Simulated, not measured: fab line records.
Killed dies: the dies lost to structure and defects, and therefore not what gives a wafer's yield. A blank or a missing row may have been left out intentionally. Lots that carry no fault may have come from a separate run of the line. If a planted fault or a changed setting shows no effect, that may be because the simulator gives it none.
Which of the tools did it?	flow n5Finfet	24 lots with 72 wafers sampled at 6 steps, on a route of 1938 steps

WHAT EACH GAUGE READ, for each wafer
No reading from a measuring or inspecting step in the record can be judged against a usual standard deviation.

TOOL THAT RAN EACH LOT (tool first, then ch and the chambers of the sampled wafers, then the start)
lot	N5_BEOL_M4_DEP_57	N5_BEOL_M5_ETCH_75	N5_BEOL_M5_STRIP_36	N5_BEOL_M5_ANNEAL_82	N5_BEOL_M5_PRE_CLEAN_77	N5_BEOL_M6_ILD_DEP_00
L076	pecvd-03 ch 0,1,2, day 12 00:48	rieDiel-06 ch 0,1, day 12 07:02	rieDiel-06 ch 0,1, day 12 07:13	pvdSputter-03, day 12 10:30	cvdCo-01 ch 0,1,2, day 12 14:31	pecvd-01 ch 0,1,2, day 12 14:50
L074	pecvd-02 ch 0,1,2, day 12 06:52	rieDiel-02 ch 0,1,2, day 12 12:25	rieDiel-02 ch 0,1,2, day 12 12:36	pvdSputter-01, day 12 15:16	cvdCo-02 ch 0,1, day 12 19:34	pecvd-01 ch 1,2, day 12 19:51
L075	pecvd-02 ch 1,2, day 12 09:49	rieDiel-06 ch 2,3, day 12 16:44	rieDiel-06 ch 2,3, day 12 16:55	pvdSputter-02, day 12 19:44	cvdCo-02 ch 0,1,2, day 12 23:46	pecvd-02 ch 0,1,2, day 13 00:02
L077	pecvd-03 ch 0,1,2, day 12 12:25	rieDiel-02 ch 0,1, day 12 21:11	rieDiel-02 ch 0,1, day 12 21:23	pvdSputter-02, day 13 00:17	cvdCo-01 ch 1,2, day 13 04:18	pecvd-02 ch 1,2, day 13 04:35
L078	pecvd-02 ch 0,1,2, day 12 14:09	rieDiel-03 ch 0,2,3, day 12 21:14	rieDiel-03 ch 0,2,3, day 12 21:26	pvdSputter-03, day 13 00:24	cvdCo-01 ch 0,2, day 13 04:25	pecvd-01 ch 1,2, day 13 04:43
L079	pecvd-01 ch 0,1, day 12 17:14	rieDiel-03 ch 0,3, day 12 21:41	rieDiel-03 ch 0,3, day 12 21:53	pvdSputter-01, day 13 00:44	cvdCo-02 ch 0,1,2, day 13 05:05	pecvd-04 ch 0,1,2, day 13 05:23
L081	pecvd-01 ch 0,1,2, day 13 10:27	rieDiel-02 ch 0,2, day 13 16:03	rieDiel-02 ch 0,2, day 13 16:15	pvdSputter-01, day 13 19:11	cvdCo-01 ch 0,2, day 13 23:11	pecvd-01 ch 0,2, day 13 23:28
L080	pecvd-02 ch 0,1,2, day 13 17:11	rieDiel-06 ch 0,2,3, day 13 23:47	rieDiel-06 ch 0,2,3, day 13 23:59	pvdSputter-01, day 14 03:03	cvdCo-01 ch 1,2, day 14 07:04	pecvd-02 ch 0,1, day 14 07:20
L082	pecvd-02 ch 1,2, day 13 18:52	rieDiel-03 ch 0,3, day 14 03:25	rieDiel-03 ch 0,3, day 14 03:36	pvdSputter-01, day 14 07:43	cvdCo-01 ch 0,2, day 14 12:04	pecvd-04 ch 1,2, day 14 12:21
L083	pecvd-03 ch 0,1,2, day 13 21:50	rieDiel-02 ch 1,2, day 14 03:22	rieDiel-02 ch 1,2, day 14 03:33	pvdSputter-03, day 14 06:05	cvdCo-01 ch 0,1,2, day 14 10:43	pecvd-04 ch 0,1,2, day 14 11:00
L085	pecvd-01 ch 1,2, day 14 05:04	rieDiel-06 ch 0,1, day 14 09:34	rieDiel-06 ch 0,1, day 14 09:46	pvdSputter-02, day 14 12:51	cvdCo-01 ch 1,2, day 14 17:36	pecvd-01 ch 0,2, day 14 17:53
L084	pecvd-03 ch 1,2, day 14 10:59	rieDiel-02 ch 2,3, day 14 16:16	rieDiel-02 ch 2,3, day 14 16:28	pvdSputter-01, day 14 19:53	cvdCo-02 ch 2, day 14 23:54	pecvd-02 ch 0,1,2, day 15 00:14
L086	pecvd-03 ch 0,1, day 14 14:38	rieDiel-03 ch 0,3, day 14 20:02	rieDiel-03 ch 0,3, day 14 20:14	pvdSputter-02, day 14 23:26	cvdCo-01 ch 0,1, day 15 03:46	pecvd-02 ch 0,1, day 15 04:05
L089	pecvd-01 ch 1,2, day 15 08:45	rieDiel-02 ch 0,2,3, day 15 14:04	rieDiel-02 ch 0,2,3, day 15 14:16	pvdSputter-01, day 15 17:29	cvdCo-01 ch 0,1, day 15 21:30	pecvd-02 ch 0,1, day 15 22:06
L091	pecvd-02 ch 1,2, day 15 12:20	rieDiel-03 ch 0,2,3, day 15 16:51	rieDiel-03 ch 0,2,3, day 15 17:02	pvdSputter-03, day 15 19:53	cvdCo-01 ch 0,1, day 16 00:19	pecvd-04 ch 1,2, day 16 00:38
L088	pecvd-03 ch 1,2, day 15 13:37	rieDiel-06 ch 0,1, day 15 23:01	rieDiel-06 ch 0,1, day 15 23:12	pvdSputter-02, day 16 02:07	cvdCo-02 ch 0,1, day 16 06:08	pecvd-02 ch 0,1, day 16 06:25
L087	pecvd-01 ch 0,1,2, day 15 17:16	rieDiel-06 ch 0,1,2, day 16 01:12	rieDiel-06 ch 0,1,2, day 16 01:23	pvdSputter-01, day 16 04:08	cvdCo-01 ch 0,1, day 16 08:08	pecvd-01 ch 0,2, day 16 08:30
L090	pecvd-02 ch 0, day 15 21:43	rieDiel-06 ch 0,1, day 16 06:43	rieDiel-06 ch 0,1, day 16 06:55	pvdSputter-01, day 16 10:07	cvdCo-02 ch 1,2, day 16 14:08	pecvd-04 ch 0,1, day 16 14:26
L092	pecvd-02 ch 0,1, day 15 23:56	rieDiel-03 ch 1,3, day 16 05:42	rieDiel-03 ch 1,3, day 16 05:53	pvdSputter-02, day 16 08:44	cvdCo-01 ch 0,1, day 16 12:46	pecvd-04 ch 0,1, day 16 13:05
L093	pecvd-01 ch 0,2, day 16 17:44	rieDiel-03 ch 0,3, day 17 00:04	rieDiel-03 ch 0,3, day 17 00:16	pvdSputter-01, day 17 03:04	cvdCo-02 ch 1,2, day 17 07:05	pecvd-04 ch 0,2, day 17 07:22
L094	pecvd-03 ch 1,2, day 17 01:34	rieDiel-02 ch 1,3, day 17 06:56	rieDiel-02 ch 1,3, day 17 07:08	pvdSputter-03, day 17 10:28	cvdCo-02 ch 0,1,2, day 17 14:28	pecvd-01 ch 1,2, day 17 14:47
L095	pecvd-02 ch 0,1,2, day 17 01:45	rieDiel-06 ch 1,2, day 17 07:03	rieDiel-06 ch 1,2, day 17 07:14	pvdSputter-02, day 17 11:19	cvdCo-02 ch 0,1, day 17 15:20	pecvd-02 ch 0,2, day 17 15:37
L096	pecvd-03 ch 0,1, day 17 04:59	rieDiel-06 ch 0,1, day 17 11:25	rieDiel-06 ch 0,1, day 17 11:36	pvdSputter-03, day 17 14:53	cvdCo-02 ch 1,2, day 17 18:55	pecvd-01 ch 0,1, day 17 19:13
L097	pecvd-02 ch 2, day 17 18:08	rieDiel-03 ch 1,2,3, day 17 23:07	rieDiel-03 ch 1,2,3, day 17 23:19	pvdSputter-01, day 18 03:23	cvdCo-01 ch 0,1, day 18 07:25	pecvd-04 ch 1, day 18 07:47
- N5_BEOL_M4_DEP_57: deposits SiCN from 3MS/NH3, target thk 8 nm, time 14 s.
- N5_BEOL_M5_ETCH_75: etches underlayer in N2/H2, target depth 6.5 nm, time 5.2 s.
- N5_BEOL_M5_STRIP_36: strips in N2/H2.
- N5_BEOL_M5_ANNEAL_82: time 1800 s.
- N5_BEOL_M5_PRE_CLEAN_77: time 15 s.
- N5_BEOL_M6_ILD_DEP_00: deposits SiCOH lowk from DEMS/porogen, target thk 179.75 nm, time 33.4 s.

AS READ BY THE TOOLS THEMSELVES (means over the sampled wafers that have a number; for cases with no such wafer, the mark the record gives instead)
N5_BEOL_M4_DEP_57. Usual: showerheadPlenumPTorr 3.668 Torr, standard deviation 0.013; throttleValvePct 9.1 %, standard deviation 0.39.
lot	tool	showerheadPlenumPTorr (Torr)	throttleValvePct (%)	flag
L076	pecvd-03	3.667	9.2	
L074	pecvd-02	3.668	9.2	
L075	pecvd-02	3.656	9.4	
L077	pecvd-03	3.663	9.1	
L078	pecvd-02	3.664	9.4	
L079	pecvd-01	3.674	9.1	
L081	pecvd-01	3.675	8.8	
L080	pecvd-02	3.666	9.1	
L082	pecvd-02	3.661	9.3	
L083	pecvd-03	3.670	9.1	
L085	pecvd-01	3.682	8.5	
L084	pecvd-03	3.685	9.0	
L086	pecvd-03	3.658	9.5	
L089	pecvd-01	3.676	8.6	
L091	pecvd-02	3.661	9.0	
L088	pecvd-03	3.680	9.0	
L087	pecvd-01	3.667	9.0	
L090	pecvd-02	3.667	9.2	
L092	pecvd-02	3.656	9.3	
L093	pecvd-01	3.664	9.0	
L094	pecvd-03	3.677	9.1	
L095	pecvd-02	3.659	9.3	
L096	pecvd-03	3.663	9.6	
L097	pecvd-02	3.665	9.0	

N5_BEOL_M5_ETCH_75. Usual: chamberPressureMTorr 30.00 mTorr, standard deviation 0.039; drypumpMotorCurrentA 5.7 A, standard deviation 0.4; etchRfOnTimeS 5.19 s, standard deviation 0.14; oesProductAu 0.67 a.u., standard deviation 0.074; rfVppV 523.6 V, standard deviation 2.9; showerheadPlenumPTorr 2.52 Torr, standard deviation 0.1; throttleValvePct 17.8 %, standard deviation 0.3.
lot	tool	chamberPressureMTorr (mTorr)	drypumpMotorCurrentA (A)	etchRfOnTimeS (s)	oesProductAu (a.u.)	rfVppV (V)	showerheadPlenumPTorr (Torr)	throttleValvePct (%)	flag
L076	rieDiel-06	29.98	5.6	5.17	0.69	522.3	2.43	17.8	
L074	rieDiel-02	30.02	5.5	5.16	0.64	521.8	2.46	18.0	
L075	rieDiel-06	30.02	5.7	5.26	0.66	525.5	2.66	17.7	
L077	rieDiel-02	30.03	5.1	5.02	0.66	523.9	2.49	18.0	
L078	rieDiel-03	29.99	5.9	5.17	0.66	521.9	2.47	17.7	
L079	rieDiel-03	30.00	5.7	5.16	0.72	524.6	2.50	17.7	
L081	rieDiel-02	29.99	5.9	5.21	0.62	520.1	2.43	18.1	
L080	rieDiel-06	30.02	5.6	5.21	0.71	524.9	2.60	17.7	
L082	rieDiel-03	30.00	5.6	5.16	0.71	523.9	2.49	17.7	
L083	rieDiel-02	30.00	5.2	5.21	0.61	522.4	2.49	18.1	
L085	rieDiel-06	30.00	5.7	5.28	0.67	521.5	2.42	17.8	
L084	rieDiel-02	29.99	5.7	5.26	0.62	523.0	2.50	18.0	
L086	rieDiel-03	29.98	6.1	5.23	0.66	524.3	2.51	17.7	
L089	rieDiel-02	29.99	5.7	5.26	0.63	523.6	2.51	17.9	
L091	rieDiel-03	30.01	5.9	5.21	0.64	520.7	2.46	17.7	
L088	rieDiel-06	29.98	5.7	5.19	0.70	521.0	2.45	17.6	
L087	rieDiel-06	30.00	5.7	5.18	0.65	522.7	2.50	17.7	
L090	rieDiel-06	29.98	5.7	5.18	0.66	521.5	2.41	17.9	
L092	rieDiel-03	30.01	6.3	5.34	0.67	524.9	2.55	17.6	
L093	rieDiel-03	30.00	5.7	5.13	0.68	521.4	2.48	17.7	
L094	rieDiel-02	29.97	5.0	5.08	0.64	525.0	2.56	18.0	
L095	rieDiel-06	29.97	5.8	5.28	0.59	524.1	2.54	17.7	
L096	rieDiel-06	30.03	5.6	5.25	0.65	521.0	2.41	17.9	
L097	rieDiel-03	30.00	6.1	5.24	0.72	525.7	2.61	17.5	

N5_BEOL_M5_STRIP_36. Usual: chamberPressureMTorr 20.00 mTorr, standard deviation 0.032; drypumpMotorCurrentA 5.7 A, standard deviation 0.4; oesProductAu 0.79 a.u., standard deviation 0.087; rfVppV 59.3 V, standard deviation 1.4; showerheadPlenumPTorr 2.52 Torr, standard deviation 0.1; throttleValvePct 23.5 %, standard deviation 0.35.
lot	tool	chamberPressureMTorr (mTorr)	drypumpMotorCurrentA (A)	oesProductAu (a.u.)	rfVppV (V)	showerheadPlenumPTorr (Torr)	throttleValvePct (%)	flag
L076	rieDiel-06	19.98	5.7	0.81	58.2	2.42	23.5	
L074	rieDiel-02	19.99	5.5	0.74	59.9	2.46	23.8	
L075	rieDiel-06	19.96	5.7	0.77	59.7	2.65	23.5	
L077	rieDiel-02	19.99	5.2	0.77	57.9	2.49	23.8	
L078	rieDiel-03	19.96	5.9	0.77	58.9	2.47	23.3	
L079	rieDiel-03	20.01	5.6	0.84	59.2	2.49	23.3	
L081	rieDiel-02	20.01	5.8	0.71	58.2	2.42	23.7	
L080	rieDiel-06	19.99	5.6	0.83	60.9	2.60	23.4	
L082	rieDiel-03	19.98	5.6	0.83	59.4	2.49	23.3	
L083	rieDiel-02	19.99	5.2	0.73	58.3	2.48	24.0	
L085	rieDiel-06	20.01	5.7	0.79	59.3	2.42	23.5	
L084	rieDiel-02	19.99	5.7	0.71	58.3	2.50	23.7	
L086	rieDiel-03	19.99	6.1	0.76	60.4	2.50	23.3	
L089	rieDiel-02	19.98	5.7	0.74	59.8	2.50	23.6	
L091	rieDiel-03	19.99	5.9	0.74	58.5	2.46	23.4	
L088	rieDiel-06	20.02	5.7	0.83	59.8	2.44	23.3	
L087	rieDiel-06	20.00	5.7	0.76	59.4	2.49	23.4	
L090	rieDiel-06	19.97	5.7	0.78	59.9	2.41	23.6	
L092	rieDiel-03	20.03	6.3	0.76	60.5	2.54	23.2	
L093	rieDiel-03	19.98	5.6	0.79	58.4	2.48	23.4	
L094	rieDiel-02	20.02	5.0	0.74	58.9	2.56	23.9	
L095	rieDiel-06	20.00	5.7	0.69	59.6	2.54	23.4	
L096	rieDiel-06	20.03	5.7	0.77	56.9	2.41	23.6	
L097	rieDiel-03	19.98	6.1	0.85	60.1	2.60	23.2	

N5_BEOL_M5_ANNEAL_82. Usual: heaterPowerW 821 W, standard deviation 120.
lot	tool	heaterPowerW (W)	flag
L076	pvdSputter-03	798	
L074	pvdSputter-01	757	
L075	pvdSputter-02	816	
L077	pvdSputter-02	744	
L078	pvdSputter-03	840	
L079	pvdSputter-01	741	
L081	pvdSputter-01	852	
L080	pvdSputter-01	835	
L082	pvdSputter-01	850	
L083	pvdSputter-03	872	
L085	pvdSputter-02	734	
L084	pvdSputter-01	714	
L086	pvdSputter-02	916	
L089	pvdSputter-01	749	
L091	pvdSputter-03	841	
L088	pvdSputter-02	776	
L087	pvdSputter-01	927	
L090	pvdSputter-01	748	
L092	pvdSputter-02	865	
L093	pvdSputter-01	939	
L094	pvdSputter-03	819	
L095	pvdSputter-02	817	
L096	pvdSputter-03	833	
L097	pvdSputter-01	829	

N5_BEOL_M5_PRE_CLEAN_77. Usual: heaterPowerW 88 W, standard deviation 19.
lot	tool	heaterPowerW (W)	flag
L076	cvdCo-01	76	
L074	cvdCo-02	100	
L075	cvdCo-02	106	
L077	cvdCo-01	78	
L078	cvdCo-01	70	
L079	cvdCo-02	105	
L081	cvdCo-01	67	
L080	cvdCo-01	85	
L082	cvdCo-01	69	
L083	cvdCo-01	74	
L085	cvdCo-01	85	
L084	cvdCo-02	121	
L086	cvdCo-01	83	
L089	cvdCo-01	82	
L091	cvdCo-01	81	
L088	cvdCo-02	95	
L087	cvdCo-01	82	
L090	cvdCo-02	92	
L092	cvdCo-01	82	
L093	cvdCo-02	93	
L094	cvdCo-02	102	
L095	cvdCo-02	96	
L096	cvdCo-02	92	
L097	cvdCo-01	82	

N5_BEOL_M6_ILD_DEP_00. Usual: heaterPowerW 334 W, standard deviation 65; showerheadPlenumPTorr 5.738 Torr, standard deviation 0.017; throttleValvePct 13.9 %, standard deviation 0.63.
lot	tool	heaterPowerW (W)	showerheadPlenumPTorr (Torr)	throttleValvePct (%)	flag
L076	pecvd-01	267	5.747	13.6	
L074	pecvd-01	267	5.755	13.3	
L075	pecvd-02	325	5.736	14.1	
L077	pecvd-02	336	5.739	14.0	
L078	pecvd-01	323	5.767	13.2	
L079	pecvd-04	404	5.730	13.9	
L081	pecvd-01	236	5.745	13.6	
L080	pecvd-02	314	5.731	14.3	
L082	pecvd-04	391	5.725	13.5	
L083	pecvd-04	391	5.724	14.0	
L085	pecvd-01	280	5.734	14.2	
L084	pecvd-02	340	5.744	14.1	
L086	pecvd-02	326	5.733	14.3	
L089	pecvd-02	361	5.723	14.4	
L091	pecvd-04	360	5.719	14.2	
L088	pecvd-02	360	5.734	14.3	
L087	pecvd-01	237	5.751	13.7	
L090	pecvd-04	407	5.733	14.3	
L092	pecvd-04	383	5.721	14.5	
L093	pecvd-04	444	5.728	13.8	
L094	pecvd-01	305	5.756	13.2	
L095	pecvd-02	311	5.741	14.1	
L096	pecvd-01	325	5.754	13.6	
L097	pecvd-04	339	5.714	14.6	

THE ANSWER, worked out from the rows above alone
Rule: a lot is off if the mean of its wafers that have a number lies more than 3 standard deviations from the usual mean. A lot without any number at a reading at which 4 lots or more have one is off too. Where the step has rows for the other lots, those lots are counted as sound. After the gauges, taken in route order, come the tools' own readings; for these a lot's mean is taken, as printed above. At the first step where some lot is off, the reading lying furthest off is the one used; lots without a number count as furthest.
No lot is off at any reading shown: from this, nothing can be told.

WHAT HAD BEEN PUT IN BY THE SIMULATOR
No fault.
